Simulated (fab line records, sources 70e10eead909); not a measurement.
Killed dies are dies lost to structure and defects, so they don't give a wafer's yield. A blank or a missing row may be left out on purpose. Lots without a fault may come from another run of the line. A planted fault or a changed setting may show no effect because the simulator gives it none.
Which tool did it? | flow nand_harc | 11 lots, 33 wafers sampled, at 6 steps of a route of 1159

WHAT THE GAUGES READ, wafer by wafer
NHARC_A_CONTACT_CD_MEAS_42: target cd 200 nm. Usual: cd_nm 200.1 nm, standard deviation 0.49.
lot  | measured     | on        | cd_nm (nm)                          | flag
L763 | day 16 05:20 | cd_sem-02 | 200.5 200.7 200.6                   |
L769 | day 17 16:08 | cd_sem-01 | 200.3 200.0 199.9                   |
L770 | day 18 04:07 | cd_sem-02 | 200.2 200.4 199.9                   |
L776 | day 19 10:25 | cd_sem-02 | 188.7 188.6 188.0 188.9 188.1 187.9 | OFF
L777 | day 19 13:39 | cd_sem-01 | 190.9 191.3 190.2 190.8 190.7 190.1 | OFF
L775 | day 19 15:14 | cd_sem-03 | 200.2 200.0 199.8                   |
L778 | day 20 00:57 | cd_sem-02 | 192.6 191.9 191.8 192.0 191.5 192.0 | OFF
L779 | day 20 05:17 | cd_sem-01 | 193.5 192.5 192.3 193.8 192.8 192.3 | OFF
L781 | day 20 17:55 | cd_sem-03 | 199.5 200.0 199.9                   |
L782 | day 21 00:15 | cd_sem-03 | 200.1 200.2 200.0                   |
L785 | day 21 17:16 | cd_sem-03 | 199.6 200.3 199.8                   |

NHARC_END_SORT_01. Usual: killed_at_array 26, standard deviation 9; killed_at_other 0.8, standard deviation 1.2; killed_at_periphery 3.2, standard deviation 2.3; killed_dies 30, standard deviation 9.1; killed_open 3.5, standard deviation 2; killed_short 1.8, standard deviation 1.4.
lot  | measured     | on        | killed_at_array | killed_at_other | killed_at_periphery | killed_dies | killed_open | killed_short | flag
L776 | day 22 23:31 | prober-01 | 35 43 40        | 0 0 0           | 1 1 0               | 36 44 40    | 3 2 2       | 1 2 1        |
L777 | day 23 08:31 | prober-01 | 42 38 42        | 1 0 0           | 2 2 2               | 45 40 44    | 4 2 5       | 2 4 1        |
L778 | day 23 06:05 | prober-02 | 15 9 13         | 0 0 1           | 2 6 2               | 17 15 16    | 7 1 2       | 2 2 3        |
L779 | day 23 10:05 | prober-01 | 26 23 21        | 0 3 2           | 2 3 3               | 28 29 26    | 3 2 3       | 1 4 2        |

WHICH TOOL RAN EACH LOT (tool, then ch and the chambers of the sampled wafers, then the start)
lot  | NHARC_A_WL_FILL_CMP_12        | NHARC_A_CONTACT_DEP_24          | NHARC_A_CONTACT_EXPOSE_39          | NHARC_A_CONTACT_ETCH_111
L763 | cmp-04 ch 1,2, day 16 00:52   | pecvd-02 ch 0,1,2, day 16 01:32 | arfi_scanner-03 ch 0, day 16 05:12 | har_cap_etch-01 ch 0,1, day 16 10:34
L769 | cmp-01 ch 0,1,2, day 17 12:15 | pecvd-04 ch 0,1, day 17 12:46   | arfi_scanner-03 ch 0, day 17 16:00 | har_cap_etch-03 ch 0,1, day 17 17:37
L770 | cmp-03 ch 1,2, day 18 00:02   | pecvd-04 ch 0,1,2, day 18 00:43 | arfi_scanner-03 ch 0, day 18 03:58 | har_cap_etch-02 ch 0,1, day 18 05:35
L776 | cmp-04 ch 0,3, day 19 06:19   | pecvd-01 ch 0,1, day 19 06:51   | arfi_scanner-03 ch 0, day 19 10:17 | har_cap_etch-01 ch 0,1, day 19 13:49
L777 | cmp-03 ch 0,1,3, day 19 08:46 | pecvd-01 ch 0,1,2, day 19 09:19 | arfi_scanner-03 ch 0, day 19 13:31 | har_cap_etch-01 ch 0,1, day 19 17:15
L775 | cmp-03 ch 0,2, day 19 11:08   | pecvd-04 ch 0,1, day 19 11:43   | arfi_scanner-02 ch 0, day 19 15:05 | har_cap_etch-03 ch 0,1, day 19 16:46
L778 | cmp-04 ch 1,2, day 19 20:50   | pecvd-02 ch 1,2, day 19 21:31   | arfi_scanner-03 ch 0, day 20 00:49 | har_cap_etch-02 ch 0,1, day 20 05:40
L779 | cmp-03 ch 2,3, day 20 01:14   | pecvd-02 ch 0,1,2, day 20 01:44 | arfi_scanner-03 ch 0, day 20 05:08 | har_cap_etch-02 ch 0,1, day 20 08:11
L781 | cmp-04 ch 1,2,3, day 20 11:51 | pecvd-02 ch 1,2, day 20 12:20   | arfi_scanner-01 ch 0, day 20 17:46 | har_cap_etch-01 ch 0,1, day 20 19:25
L782 | cmp-03 ch 0,2,3, day 20 20:07 | pecvd-02 ch 1,2, day 20 20:45   | arfi_scanner-02 ch 0, day 21 00:07 | har_cap_etch-01 ch 0,1, day 21 01:46
L785 | cmp-03 ch 0,2,3, day 21 13:22 | pecvd-02 ch 0,1,2, day 21 13:55 | arfi_scanner-01 ch 0, day 21 17:07 | har_cap_etch-02 ch 0,1, day 21 18:43
- NHARC_A_WL_FILL_CMP_12: polishes, t overpolish 30 s, target thk 75 nm.
- NHARC_A_CONTACT_DEP_24: deposits SiO2, target thk 500 nm.
- NHARC_A_CONTACT_EXPOSE_39: exposes mask A CC 3.
- NHARC_A_CONTACT_ETCH_111: etches the open film in C4F8/O2/Ar, time 140 s, target depth 700 nm.

WHAT THE TOOLS THEMSELVES READ (means of the sampled wafers that have a number; where no wafer has one, the mark that the record gives instead)
NHARC_A_WL_FILL_CMP_12. Usual: motor_current_A 12.5 A, standard deviation 1.5; overpolish_run_s 30.000 s, standard deviation 0.0098; retaining_ring_pressure_frac 1.000, standard deviation 0.0041; time_to_endpoint_s 14.9 s, standard deviation 2.5.
lot  | tool   | motor_current_A (A) | overpolish_run_s (s) | retaining_ring_pressure_frac | time_to_endpoint_s (s) | flag
L763 | cmp-04 | 12.6                | 29.996               | 1.000                        | 12.5                   |
L769 | cmp-01 | 11.5                | 30.008               | 1.000                        | 18.7                   |
L770 | cmp-03 | 13.6                | 30.001               | 1.002                        | 12.7                   |
L776 | cmp-04 | 12.5                | 30.006               | 0.998                        | 14.7                   |
L777 | cmp-03 | 12.9                | 30.017               | 1.001                        | 13.3                   |
L775 | cmp-03 | 14.3                | 30.001               | 0.999                        | 11.9                   |
L778 | cmp-04 | 11.6                | 29.996               | 1.000                        | 14.9                   |
L779 | cmp-03 | 13.2                | 30.002               | 0.997                        | 16.3                   |
L781 | cmp-04 | 12.2                | 29.995               | 0.996                        | 14.5                   |
L782 | cmp-03 | 13.0                | 29.996               | 1.006                        | 14.1                   |
L785 | cmp-03 | 13.6                | 30.006               | 1.001                        | 16.6                   |

NHARC_A_CONTACT_DEP_24. Usual: chamber_pressure_Torr 6.501 Torr, standard deviation 0.014; heater_power_w 571 W, standard deviation 72; susceptor_temp_C 399.97 C, standard deviation 0.23; throttle_valve_pct 15.8 %, standard deviation 0.52.
lot  | tool     | chamber_pressure_Torr (Torr) | heater_power_w (W) | susceptor_temp_C (C) | throttle_valve_pct (%) | flag
L763 | pecvd-02 | 6.502                        | 593                | 399.79               | 15.4                   |
L769 | pecvd-04 | 6.508                        | 579                | 399.94               | 16.2                   |
L770 | pecvd-04 | 6.501                        | 537                | 400.15               | 16.3                   |
L776 | pecvd-01 | 6.510                        | 518                | 399.78               | 16.0                   |
L777 | pecvd-01 | 6.501                        | 487                | 400.10               | 16.2                   |
L775 | pecvd-04 | 6.505                        | 519                | 400.12               | 16.1                   |
L778 | pecvd-02 | 6.501                        | 621                | 400.10               | 15.5                   |
L779 | pecvd-02 | 6.496                        | 597                | 399.94               | 15.5                   |
L781 | pecvd-02 | 6.497                        | 538                | 399.98               | 15.5                   |
L782 | pecvd-02 | 6.493                        | 581                | 399.86               | 15.6                   |
L785 | pecvd-02 | 6.499                        | 635                | 399.79               | 15.4                   |

NHARC_A_CONTACT_EXPOSE_39. Usual: exposure_dose_mJ_cm2 59.2, standard deviation 0.56; stage_vel_mm_s 500.00 mm/s, standard deviation 0.22.
lot  | tool            | exposure_dose_mJ_cm2 | stage_vel_mm_s (mm/s) | flag
L763 | arfi_scanner-03 | 58.8                 | 499.90                |
L769 | arfi_scanner-03 | 58.8                 | 499.69                |
L770 | arfi_scanner-03 | 58.8                 | 500.09                |
L776 | arfi_scanner-03 | 43.5                 | 500.20                | OFF
L777 | arfi_scanner-03 | 46.6                 | 500.00                | OFF
L775 | arfi_scanner-02 | 58.8                 | 499.87                |
L778 | arfi_scanner-03 | 49.0                 | 500.37                | OFF
L779 | arfi_scanner-03 | 49.4                 | 500.02                | OFF
L781 | arfi_scanner-01 | 60.0                 | 500.21                |
L782 | arfi_scanner-02 | 58.7                 | 499.95                |
L785 | arfi_scanner-01 | 59.9                 | 500.14                |

NHARC_A_CONTACT_ETCH_111. Usual: oes_air_line_au 1.004 a.u., standard deviation 0.02.
lot  | tool            | oes_air_line_au (a.u.) | flag
L763 | har_cap_etch-01 | 1.006                  |
L769 | har_cap_etch-03 | 1.011                  |
L770 | har_cap_etch-02 | 0.993                  |
L776 | har_cap_etch-01 | 1.012                  |
L777 | har_cap_etch-01 | 1.019                  |
L775 | har_cap_etch-03 | 1.005                  |
L778 | har_cap_etch-02 | 1.015                  |
L779 | har_cap_etch-02 | 0.996                  |
L781 | har_cap_etch-01 | 1.004                  |
L782 | har_cap_etch-01 | 0.996                  |
L785 | har_cap_etch-02 | 1.014                  |

THE ANSWER, worked out from the rows above alone
Rule: a lot is off if the mean of its wafers that have a number lies more than 3 standard deviations from the usual mean. A lot without any number at a reading at which 4 lots or more have one is off too. The other lots that the step has rows for count as sound. The gauges are gone through in route order, then the tools' own readings, and for those a lot's mean is taken as printed above. The first step at which some lot is off is used, and at that step the reading that is off furthest; a lot without a number counts as furthest.
Off: L776, L777, L778, L779, at NHARC_A_CONTACT_CD_MEAS_42 (cd_nm).
A tool fits if, at a process step before that reading, it ran every lot that is off, and no sound lot after the first of them. The gauges at NHARC_A_CONTACT_CD_MEAS_42 aren't tried: what is off there is off at NHARC_A_CONTACT_EXPOSE_39 too, on other tools, and a gauge's error can't cause that. One fits: arfi_scanner-03 at NHARC_A_CONTACT_EXPOSE_39. Its last sound lot is L770 (day 18 03:58), its first lot that is off L776 (day 19 10:17): a fault that began between those two fits.
The tool's own readings at NHARC_A_CONTACT_EXPOSE_39 bear it out: on the lots that are off they differ by more than 5 times the standard deviation of the sound lots' means. exposure_dose_mJ_cm2 reads 47.1 there against 59.1 on the sound lots.

WHAT THE SIMULATOR HAD PUT IN
Process parameter drift: arfi_scanner-03, from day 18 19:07 on, at NHARC_A_CONTACT_EXPOSE_39. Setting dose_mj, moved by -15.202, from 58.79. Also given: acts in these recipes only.
Lots struck among those shown: L776, L777, L778, L779. The rule above found the same.
